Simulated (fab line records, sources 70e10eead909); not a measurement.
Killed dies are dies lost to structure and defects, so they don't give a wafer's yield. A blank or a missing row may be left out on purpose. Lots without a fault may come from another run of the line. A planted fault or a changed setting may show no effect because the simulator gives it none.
Which tool did it? | flow nand_harc | 14 lots, 42 wafers sampled, at 5 steps of a route of 1159

WHAT THE GAUGES READ, wafer by wafer
NHARC_P_CONTACT_OVL_MEAS_13. Usual: overlay_x_nm 0.0 nm, standard deviation 1; overlay_y_nm 0.2 nm, standard deviation 0.99.
lot  | measured     | on         | overlay_x_nm (nm) | overlay_y_nm (nm) | flag
L924 | day 5 20:27  | overlay-01 | 1.0 -0.1 -0.1     | 0.4 -0.4 0.0      |
L927 | day 6 09:51  | overlay-02 | 0.3 0.5 0.8       | 0.0 0.3 0.7       |
L926 | day 6 10:31  | overlay-01 | -0.6 -0.4 -0.4    | 1.5 1.3 1.8       |
L928 | day 6 23:32  | overlay-01 | 1.1 0.9 1.7       | 0.7 0.3 0.8       |
L929 | day 7 02:19  | overlay-02 | -0.1 0.3 0.3      | 0.4 0.7 0.3       |
L931 | day 7 13:09  | overlay-02 | -1.1 -0.7 -0.4    | 0.9 0.8 0.4       |
L930 | day 7 13:19  | overlay-01 | -1.6 -1.6 -1.6    | -2.3 -2.4 -2.1    |
L933 | day 8 06:31  | overlay-02 | 1.6 1.5 1.0       | -0.9 -0.9 -0.6    |
L935 | day 8 18:26  | overlay-02 | 0.8 0.8 0.7       | 0.5 0.4 0.1       |
L943 | day 10 05:35 | overlay-02 | -1.2 -1.1 -1.5    | -0.4 0.2 0.1      |
L942 | day 10 05:56 | overlay-02 | 0.6 0.9 0.3       | -1.3 -1.0 -1.4    |
L944 | day 10 21:36 | overlay-02 | -1.2 -1.4 -1.2    | -1.7 -0.9 -1.1    |
L945 | day 10 22:27 | overlay-01 | 2.0 1.5 2.4       | 1.0 1.3 1.8       |
L946 | day 11 13:01 | overlay-01 | 0.2 0.1 0.6       | 0.8 0.8 0.9       |

NHARC_END_SORT_01. Usual: killed_at_array 25, standard deviation 9.2; killed_at_other 0.8, standard deviation 1.2; killed_at_periphery 3.9, standard deviation 2.6; killed_dies 30, standard deviation 9.7; killed_open 3.4, standard deviation 1.9; killed_short 2.0, standard deviation 1.4.
lot  | measured     | on        | killed_at_array | killed_at_other | killed_at_periphery | killed_dies | killed_open | killed_short | flag
L924 | day 19 19:23 | prober-02 | 14 19 11        | 0 0 0           | 4 3 3               | 18 22 14    | 1 2 1       | 0 3 0        |
L926 | day 20 10:59 | prober-02 | 10 10 9         | 0 0 1           | 4 7 4               | 14 17 14    | 3 2 1       | 3 3 2        |
L928 | day 20 11:01 | prober-01 | 20 12 24        | 0 0 0           | 1 5 2               | 21 17 26    | 3 4 3       | 3 2 1        |
L929 | day 21 12:40 | prober-01 | 13 15 8         | 0 0 0           | 10 10 9             | 23 25 17    | 3 4 1       | 0 0 1        |
L935 | day 23 09:16 | prober-01 | 24 21           | 0 1             | 4 7                 | 28 29       | 5 3         | 2 3          |
L943 | day 24 03:41 | prober-02 | 33              | 0               | 6                   | 39          | 4           | 2            |
L942 | day 24 00:33 | prober-01 | 10 14 15        | 2 0 1           | 1 3 0               | 13 17 16    | 3 8 1       | 3 2 3        |
L944 | day 24 09:05 | prober-02 | 32 33 28        | 4 2 1           | 3 0 2               | 39 35 31    | 6 5 0       | 1 2 2        |

WHICH TOOL RAN EACH LOT (tool, then ch and the chambers of the sampled wafers, then the start)
lot  | NHARC_P_CONTACT_ETCH_18                       | NHARC_P_CONTACT_PVD_32       | NHARC_P_CONTACT_CVD_23
L924 | rie_diel-08 ch 1,3, day 5 22:31 or earlier    | pvd_sputter-03, day 5 22:31  | cvd_w-02 ch 1, day 19 19:23 or earlier
L927 | rie_diel-11 ch 1,2, day 6 11:49 or earlier    | pvd_sputter-01, day 6 11:49  | cvd_w-02 ch 0,1, no start
L926 | rie_diel-11 ch 0,1,2, day 6 12:21 or earlier  | pvd_sputter-02, day 6 12:21  | cvd_w-02 ch 0,1, day 20 10:59 or earlier
L928 | rie_diel-11 ch 0,2,3, day 7 01:49 or earlier  | pvd_sputter-01, day 7 01:49  | cvd_w-02 ch 0,1, day 20 11:01 or earlier
L929 | rie_diel-08 ch 0,1,3, day 7 04:08 or earlier  | pvd_sputter-01, day 7 04:08  | cvd_w-02 ch 0,1, day 21 12:40 or earlier
L931 | rie_diel-08 ch 2,3, day 7 15:27 or earlier    | pvd_sputter-02, day 7 15:27  | cvd_w-02 ch 0,1, no start
L930 | rie_diel-11 ch 0,2,3, day 7 15:10 or earlier  | pvd_sputter-03, day 7 15:10  | cvd_w-02 ch 0,1, no start
L933 | rie_diel-08 ch 0,1,3, day 8 08:19 or earlier  | pvd_sputter-02, day 8 08:19  | cvd_w-02 ch 0,1, no start
L935 | rie_diel-11 ch 0,1,2, day 8 20:24 or earlier  | pvd_sputter-01, day 8 20:24  | cvd_w-01 ch 0,1, day 23 09:16 or earlier
L943 | rie_diel-08 ch 0,1,2, day 10 07:31 or earlier | pvd_sputter-01, day 10 07:31 | cvd_w-02 ch 0,1, day 24 03:41 or earlier
L942 | rie_diel-08 ch 0,1,3, day 10 07:52 or earlier | pvd_sputter-03, day 10 07:52 | cvd_w-01 ch 0, day 24 00:33 or earlier
L944 | rie_diel-11 ch 0,2,3, day 10 23:26 or earlier | pvd_sputter-02, day 10 23:26 | cvd_w-02 ch 0,1, day 24 09:05 or earlier
L945 | rie_diel-11 ch 0,1,3, day 11 00:16 or earlier | pvd_sputter-01, day 11 00:16 | cvd_w-02 ch 0,1, no start
L946 | rie_diel-11 ch 0,1,3, day 11 14:50 or earlier | pvd_sputter-03, day 11 14:50 | cvd_w-02 ch 0,1, no start
- NHARC_P_CONTACT_ETCH_18: etches the open film in C4F8/O2/Ar, target depth 481 nm, time 240.5 s.
- NHARC_P_CONTACT_PVD_32: deposits Ti, target thk 5 nm, time 17.7 s.
- NHARC_P_CONTACT_CVD_23: deposits W, target thk 200 nm, time 557 s.

WHAT THE TOOLS THEMSELVES READ (means of the sampled wafers that have a number; where no wafer has one, the mark that the record gives instead)
NHARC_P_CONTACT_ETCH_18. Usual: oes_product_au 0.968 a.u., standard deviation 0.015; rf_vpp_V 983 V, standard deviation 6.
lot  | tool        | oes_product_au (a.u.) | rf_vpp_V (V) | flag
L924 | rie_diel-08 | 0.972                 | 983          |
L927 | rie_diel-11 | 0.976                 | 977          |
L926 | rie_diel-11 | 0.960                 | 981          |
L928 | rie_diel-11 | 0.931                 | 987          |
L929 | rie_diel-08 | 0.972                 | 984          |
L931 | rie_diel-08 | 0.978                 | 978          |
L930 | rie_diel-11 | 0.979                 | 986          |
L933 | rie_diel-08 | 0.978                 | 985          |
L935 | rie_diel-11 | 0.971                 | 981          |
L943 | rie_diel-08 | 0.976                 | 984          |
L942 | rie_diel-08 | 0.965                 | 984          |
L944 | rie_diel-11 | 0.969                 | 986          |
L945 | rie_diel-11 | 0.977                 | 982          |
L946 | rie_diel-11 | 0.967                 | 981          |

NHARC_P_CONTACT_PVD_32. Usual: throttle_valve_pct 30.3 %, standard deviation 0.46.
lot  | tool           | throttle_valve_pct (%) | flag
L924 | pvd_sputter-03 | 29.7                   |
L927 | pvd_sputter-01 | 30.5                   |
L926 | pvd_sputter-02 | 29.7                   |
L928 | pvd_sputter-01 | 30.7                   |
L929 | pvd_sputter-01 | 30.5                   |
L931 | pvd_sputter-02 | 30.1                   |
L930 | pvd_sputter-03 | 30.3                   |
L933 | pvd_sputter-02 | 29.7                   |
L935 | pvd_sputter-01 | 30.6                   |
L943 | pvd_sputter-01 | 30.4                   |
L942 | pvd_sputter-03 | 30.1                   |
L944 | pvd_sputter-02 | 30.1                   |
L945 | pvd_sputter-01 | 30.5                   |
L946 | pvd_sputter-03 | 30.0                   |

NHARC_P_CONTACT_CVD_23. Usual: heater_power_outer_w 287 W, standard deviation 37; heater_power_w 510 W, standard deviation 46; throttle_valve_pct 8.1 %, standard deviation 0.33.
lot  | tool     | heater_power_outer_w (W) | heater_power_w (W) | throttle_valve_pct (%) | flag
L924 | cvd_w-02 | 278                      | 492                | 8.2                    |
L927 | cvd_w-02 | 297                      | 511                | 8.1                    |
L926 | cvd_w-02 | 316                      | 535                | 7.9                    |
L928 | cvd_w-02 | 312                      | 536                | 8.0                    |
L929 | cvd_w-02 | 298                      | 515                | 8.3                    |
L931 | cvd_w-02 | 317                      | 524                | 8.0                    |
L930 | cvd_w-02 | 315                      | 529                | 8.0                    |
L933 | cvd_w-02 | 315                      | 546                | 7.9                    |
L935 | cvd_w-01 | 253                      | 486                | 8.2                    |
L943 | cvd_w-02 | 301                      | 506                | 8.1                    |
L942 | cvd_w-01 | 236                      | 457                | 8.5                    |
L944 | cvd_w-02 | 301                      | 516                | 8.3                    |
L945 | cvd_w-02 | 298                      | 518                | 8.1                    |
L946 | cvd_w-02 | 331                      | 569                | 8.0                    |

THE ANSWER, worked out from the rows above alone
Rule: a lot is off if the mean of its wafers that have a number lies more than 3 standard deviations from the usual mean. A lot without any number at a reading at which 4 lots or more have one is off too. The other lots that the step has rows for count as sound. The gauges are gone through in route order, then the tools' own readings, and for those a lot's mean is taken as printed above. The first step at which some lot is off is used, and at that step the reading that is off furthest; a lot without a number counts as furthest.
No lot is off at any reading shown: from this, nothing can be told.

WHAT THE SIMULATOR HAD PUT IN
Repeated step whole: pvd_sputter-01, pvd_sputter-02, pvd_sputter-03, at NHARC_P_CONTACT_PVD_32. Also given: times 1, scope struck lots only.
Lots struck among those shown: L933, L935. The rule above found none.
